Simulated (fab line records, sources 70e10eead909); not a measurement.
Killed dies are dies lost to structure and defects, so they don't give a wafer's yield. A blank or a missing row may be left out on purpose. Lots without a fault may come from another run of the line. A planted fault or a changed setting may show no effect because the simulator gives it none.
A struck lot beside a sound one | flow nand_harc | 28 steps out of a route of 1302
Sound: wafers L594.1, L594.3, L594.6. Struck: wafers L593.1, L593.3, L593.5. The cause comes at the end.
At each step with rows: each side's tool, then ch and its chambers, then its first start. Under that, the readings that differ: sound wafers | struck wafers | difference of the means | sigmas: that difference in standard deviations of wafers without a fault.
alike: readings whose means differ by less than 2 such deviations, and words and numbers that are the same on both sides. not compared: withheld readings, readings that some wafer has no value for, bounds like >300 that may hide the same value, and numbers for which the record gives no deviation and whose values overlap.
The two part at a step that has a row with sigmas, a row that says differs or no value, or rows on one side only. Numbers that don't overlap but have no deviation are shown without sigmas and don't part them. A reading that every wafer of one side lacks parts them only if that side has two wafers or more.

first, 1 step without rows for these wafers: NHARC_A_CHANNEL_HOLE_D1_DEVELOP_09 (develop time 35 s).
NHARC_A_CHANNEL_HOLE_D1_CD_MEAS_10: target cd 100 nm.
  sound on cd_sem-02 ch 0, day 13 22:04; struck on cd_sem-01 ch 0, day 13 20:13
  alike: cd_nm
NHARC_A_CHANNEL_HOLE_D1_OVL_MEAS_11:
  sound on overlay-02, day 13 22:08; struck on overlay-02, day 13 20:19
  reading           | sound          | struck      | difference | sigmas
  overlay_y_nm (nm) | -0.8 -0.5 -0.5 | 0.7 1.3 0.7 | +1.5       | +2
  alike: overlay_x_nm
NHARC_A_CHANNEL_HOLE_D1_INSPECT_12:
  sound on defect_inspect-01, day 13 22:11; struck on defect_inspect-02, day 13 20:21
  alike: raw_defect_count
then, 1 step without rows for these wafers: NHARC_A_CHANNEL_HOLE_D1_DESCUM_15 (chemistry O2, time 3 s).
NHARC_A_CHANNEL_HOLE_D1_ETCH_38: etches the open film in CF4, target depth 39 nm, time 65 s.
  sound on rie_diel-12 ch 0,1,3, day 13 22:20; struck on rie_diel-12 ch 2,3, day 13 20:30
  alike: bias_w, cf4_flow_sccm, drypump_motor_current_A, oes_product_au, rf_vpp_V, showerhead_plenum_p_Torr, throttle_valve_pct
  not compared: rf_hours_counter_h
NHARC_A_CHANNEL_HOLE_D1_ETCH_39: etches the open film in N2/H2, target depth 260 nm, time 325 s.
  sound on rie_diel-12 ch 0,1,3; struck on rie_diel-12 ch 0,2
  alike: bias_w, chamber_pressure_mTorr, drypump_motor_current_A, h2_flow_sccm, oes_product_au, rf_vpp_V, showerhead_plenum_p_Torr, throttle_valve_pct
  not compared: rf_hours_counter_h
then, 1 step without rows for these wafers: NHARC_A_CHANNEL_HOLE_D1_ETCH_34 (etches the open film in CF4/CHF3, target depth 154 nm, time 77 s).
NHARC_A_CHANNEL_HOLE_D1_ETCH_16: etches the open film in O2/COS, target depth 3100 nm, time 806 s.
  sound on rie_diel-12 ch 0,2; struck on rie_diel-12 ch 0,2,3
  alike: bias_w, chamber_pressure_mTorr, drypump_motor_current_A, oes_product_au, rf_vpp_V, showerhead_plenum_p_Torr, throttle_valve_pct
  not compared: rf_hours_counter_h
NHARC_A_CHANNEL_HOLE_D1_CD_MEAS_18:
  sound on cd_sem-03, day 13 23:30; struck on cd_sem-01, day 13 21:31
  alike: cd_nm
NHARC_A_CHANNEL_HOLE_D1_ETCH_19: etches the open film in C4F8/O2/Ar, time 34.5 s.
  sound on har_etch-02 ch 0, day 13 23:34; struck on har_etch-01 ch 0,1, day 13 21:37
  alike: bias_v, c4f8_flow_sccm, drypump_motor_current_A, showerhead_plenum_p_Torr, throttle_valve_pct
  not compared: rf_hours_counter_h
then, 1 step without rows for these wafers: NHARC_A_CHANNEL_HOLE_D1_ETCH_20 (etches the open film in C4F8/O2/Ar, time 361.9 s, target depth 1600 nm).
NHARC_A_CHANNEL_HOLE_D1_ETCH_21: etches the open film in C4F8/O2/Ar, time 514.3 s, target depth 1600 nm.
  sound on har_etch-02 ch 0, day 14 00:26; struck on har_etch-01 ch 0,1, day 13 22:06
  no value came back on the struck wafers for any of 5 readings (c4f8_flow_sccm (sccm), chamber_pressure_mTorr (mTorr) and others); on the sound wafers c4f8_flow_sccm (sccm) reads 88.78 89.48 89.08
  not compared: rf_hours_counter_h
then, 3 steps without rows for these wafers: NHARC_A_CHANNEL_HOLE_D1_ETCH_22 (etches the open film in C4F8/O2/Ar, time 666.7 s, target depth 1600 nm); NHARC_A_CHANNEL_HOLE_D1_ETCH_23 (etches the open film in C4F8/O2/Ar, time 819 s, target depth 1600 nm); NHARC_A_CHANNEL_HOLE_D1_ETCH_24 (etches the open film in C4F8/O2/Ar, time 906.2 s, target depth 1500 nm).
NHARC_A_CHANNEL_HOLE_D1_ETCH_25: etches the open film in C4F8/O2/Ar, time 1040.2 s, target depth 1500 nm.
  sound on har_etch-02 ch 0, day 14 05:23; struck on har_etch-01 ch 0,1, day 14 00:38
  alike: c4f8_flow_sccm, chamber_pressure_mTorr, drypump_motor_current_A, showerhead_plenum_p_Torr, throttle_valve_pct
  not compared: rf_hours_counter_h
then, 5 steps without rows for these wafers: NHARC_A_CHANNEL_HOLE_D1_ETCH_26 (etches the open film in C4F8/O2/Ar, time 224.1 s, target depth 300 nm); NHARC_A_CHANNEL_HOLE_D1_ETCH_33 (etches the open film in C4F8/O2/Ar, time 90 s, target depth 400 nm); NHARC_A_CHANNEL_HOLE_D1_STRIP_41 (strips in N2/H2); NHARC_A_CHANNEL_HOLE_D1_STRIP_42 (strips in CF4/CHF3); NHARC_A_CHANNEL_HOLE_D1_STRIP_43 (strips in O2/COS).
NHARC_A_CHANNEL_HOLE_D1_ETCH_44: etches the open film in CF4/O2, target depth 140 nm, overetch 14 nm, time 77 s.
  sound on rie_diel-01 ch 1,2, day 14 08:28; struck on rie_diel-01 ch 0,2, day 14 02:21
  reading                            | sound            | struck            | difference | sigmas
  model.A_CHANNEL_HOLE_D1.cd_nm (nm) | 90.02 91.2 92.33 | 2.371 2.447 2.652 | -88.693    |
  alike: bias_w, cf4_flow_sccm, drypump_motor_current_A, oes_ar_750_au, oes_product_au, rf_vpp_V, showerhead_plenum_p_Torr, throttle_valve_pct
  not compared: rf_hours_counter_h
then, 3 steps without rows for these wafers: NHARC_A_CHANNEL_HOLE_D1_STRIP_27 (strips in O2); NHARC_A_CHANNEL_HOLE_D1_PRECLEAN_28 (cleans in SC1); NHARC_A_CHANNEL_HOLE_D1_SRD_29.
NHARC_A_CHANNEL_HOLE_D1_CD_MEAS_30:
  sound on cd_sem-01, day 14 09:15; struck on cd_sem-01, day 14 03:26
  reading    | sound          | struck      | difference | sigmas
  cd_nm (nm) | 91.2 91.7 92.6 | 2.6 2.5 3.2 | -89.1      | -69
  not compared: hold
then, 1 step without rows for these wafers: NHARC_END_SORT_01.

WHERE THEY PART
First at NHARC_A_CHANNEL_HOLE_D1_OVL_MEAS_11; last, within this record, at NHARC_A_CHANNEL_HOLE_D1_CD_MEAS_30.

WHY: what the simulator had put in
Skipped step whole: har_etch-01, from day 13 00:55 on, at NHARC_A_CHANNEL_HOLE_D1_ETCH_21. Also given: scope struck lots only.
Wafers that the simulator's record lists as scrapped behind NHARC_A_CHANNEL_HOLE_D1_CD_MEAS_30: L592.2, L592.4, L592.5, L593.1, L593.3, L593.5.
